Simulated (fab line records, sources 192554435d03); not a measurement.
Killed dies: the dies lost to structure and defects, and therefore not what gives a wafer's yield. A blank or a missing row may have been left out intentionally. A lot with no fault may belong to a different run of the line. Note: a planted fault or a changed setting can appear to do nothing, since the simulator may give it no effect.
Lot-split experiment    flow n5Finfet    7 lots, 21 wafers read, on a route of 1938 steps

SPLIT DETAILS
At N5_BEOL_M10_COAT_63 (time 60 s, resist thk 100 nm), the setting spinRpm was moved away from the recipe's 1500 rpm on 4 of the 21 wafers read, by -5.7% to +9.1%. This setting was run at the recipe's value on the other wafers.

FROM THE SPLIT TO THE READING: what the file shows between them, 7 steps
- N5_BEOL_M10_COAT_22: resist thk 90 nm (also split here: spinRpm)
- N5_BEOL_M10_EBR_24
- N5_BEOL_M10_SOFTBAKE_23: time 60 s
- N5_BEOL_M10_DESCUM_33: chemistry O2, time 7.9 s
- N5_BEOL_M10_ETCH_65: etches SiARC in CF4, target depth 39 nm, time 65 s
- N5_BEOL_M10_ETCH_66: etches SOC in N2/H2, target depth 120 nm, overetch 24 nm, time 180 s
- N5_BEOL_M10_STRIP_69: strips in N2/H2

THE READING
SOC_of_BEOL_M10_COAT_63.thkNm (the simulator's own value, which no gauge read), in nm, at N5_BEOL_M10_VIA_ETCH_34 (etches SiCOH lowk in C4F6/O2, target depth 184.5 nm, time 69.2 s). The file gives no usual value for it. Across the 17 wafers here that went through the recipe, the average is 92.0 nm and the standard deviation 0.46 nm.

wafer   tool, chamber at the split  spinRpm as run, rpm  against the recipe  SOC_of_BEOL_M10_COAT_63.thkNm, nm  against lot-mates on the recipe
L076.3  lithoTrack-03, 0            1500                 recipe              91.8                               -
L076.4  lithoTrack-03, 0            1588                 +5.9%               88.8                               -2.6
L076.5  lithoTrack-03, 0            1500                 recipe              91                                 -
L078.2  lithoTrack-02, 0            1415                 -5.7%               95                                 +2.8
L078.3  lithoTrack-02, 0            1415                 -5.7%               94.8                               +2.6
L078.4  lithoTrack-02, 0            1500                 recipe              92.2                               -
L080.2  lithoTrack-04, 0            1500                 recipe              92.2                               -
L080.4  lithoTrack-04, 0            1500                 recipe              92.2                               -
L080.3  lithoTrack-04, 0            1500                 recipe              92                                 -
L083.2  lithoTrack-04, 0            1500                 recipe              92.8                               -
L083.3  lithoTrack-04, 0            1637                 +9.1%               88.6                               -4.0
L083.6  lithoTrack-04, 0            1500                 recipe              92.4                               -
L084.1  lithoTrack-02, 0            1500                 recipe              91.8                               -
L084.2  lithoTrack-02, 0            1500                 recipe              91.6                               -
L084.3  lithoTrack-02, 0            1500                 recipe              91.4                               -
L087.1  lithoTrack-03, 0            1500                 recipe              92.6                               -
L087.2  lithoTrack-03, 0            1500                 recipe              92.2                               -
L087.4  lithoTrack-03, 0            1500                 recipe              91.6                               -
L090.1  lithoTrack-03, 0            1500                 recipe              92.6                               -
L090.2  lithoTrack-03, 0            1500                 recipe              92.2                               -
L090.3  lithoTrack-03, 0            1500                 recipe              91.6                               -

FIT RESULTS
A straight line over all 21 wafers: SOC_of_BEOL_M10_COAT_63.thkNm changes by -0.455 nm for each +1% of spinRpm; r = -0.94; the points scatter about the line by 0.5 nm.
The same after taking each lot's own level away (the mean of its wafers on the recipe; 21 wafers): -0.453 nm for each +1%; r = -0.98; scatter 0.29 nm.
That fit puts the effect of the largest move of spinRpm on the reading at 4.1 nm.
Measured against the standard deviation above, the lots' own levels, which go from 91.40 to 92.60 nm, span 2.6 times it.
The two slopes agree, so the slope changes little with the lot-to-lot level.
Check: with one of the wafers moved furthest among these (+9.1%) left out of the fit, the line predicts -4.23 nm for it against its lot-mates. It came out at -4 nm against them.

ADDITIONAL SPLITS CARRIED BY THESE WAFERS
Other splits were also applied to these wafers ahead of the reading. Each is held against what the fit with the lots' levels taken away leaves over:
other split on the same wafers  wafers away from the commonest value  r with SOC_of_BEOL_M10_COAT_63.thkNm (lot level and that fit taken away)
N5_BEOL_M8_COAT_22 spinRpm      5                                     -0.24
N5_BEOL_M9_COAT_05 spinRpm      10                                    +0.09
N5_BEOL_M10_COAT_22 spinRpm     8                                     -0.09

THE WHOLE CHAIN: every reading that the file lists as answering this split, in the file's order
step                     what it does                                                          reading                                                                         change (the file's fit)                r (the file's)
N5_BEOL_M10_COAT_63      time 60 s, resist thk 100 nm                                          SOC_of_BEOL_M10_COAT_63.thkNm (the simulator's own value, which no gauge read)  -0.471 nm for each +1% of the setting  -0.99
N5_BEOL_M10_ETCH_66      etches SOC in N2/H2, target depth 120 nm, overetch 24 nm, time 180 s  etch.depthNm (the simulator's own value, which no gauge read)                   -0.464 nm for each +1% of the setting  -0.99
N5_BEOL_M10_VIA_ETCH_34  etches SiCOH lowk in C4F6/O2, target depth 184.5 nm, time 69.2 s      SOC_of_BEOL_M10_COAT_63.thkNm (the simulator's own value, which no gauge read)  -0.447 nm for each +1% of the setting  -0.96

THE FILE'S OWN FIT
SOC_of_BEOL_M10_COAT_63.thkNm changes by -0.447 nm for each +1% of spinRpm, r = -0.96.
